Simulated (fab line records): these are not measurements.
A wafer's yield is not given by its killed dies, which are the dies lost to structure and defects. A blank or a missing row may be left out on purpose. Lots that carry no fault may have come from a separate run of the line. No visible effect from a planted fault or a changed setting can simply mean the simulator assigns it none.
Chamber matching -- flow nand harc -- NHARC_P_ZERO_WELL_DESCUM_39 on rie diel-02: 4 sister chambers
The step chemistry O2, time 3 s. 8 wafers are shown with their chamber, then 7 later ones without.

== WAFERS WITH THEIR CHAMBER ==
wafer,chamber,showerhead plenum p Torr (Torr),drypump motor current A (A)
L854.5,2,1.78,6.4
L855.1,2,1.78,6.5
L857.2,0,1.78,6.1
L864.4,1,1.99,5.9
L864.5,0,1.77,6.1
L864.6,3,1.87,5.5
L866.3,3,1.87,5.5
L866.4,1,1.99,5.8

== WAFERS WITH NO CHAMBER GIVEN ==
wafer,showerhead plenum p Torr (Torr),drypump motor current A (A)
L866.5,1.87,5.5
L869.2,1.87,5.5
L869.5,1.87,5.5
L869.6,1.77,6.5
L872.1,1.76,6.1
L872.4,1.86,5.5
L872.5,1.76,6.1

== THE CHAMBER EACH PASSED THROUGH ==
wafer,from the rows above,in truth
L866.5,3,3
L869.2,3,3
L869.5,3,3
L869.6,2,2
L872.1,0,0
L872.4,3,3
L872.5,0,0
7 of 7 placed correctly. From these rows, 0 cannot be placed. Placed wrongly: 0.
How it was worked out, from the rows above alone: a wafer's distance from a chamber is the root of the sum, over the readings, of the square of ((its reading less the chamber's mean) divided by the reading's scatter). If the next closest chamber is less than 2 further off than the closest, the wafer can't be placed; otherwise it belongs to the closest. For every chamber, the mean is computed from those of its wafers that are shown. The scatter: take each reading less its chamber's mean, square it, sum over the shown wafers, divide by the number of wafers less the number of chambers, and take the root.
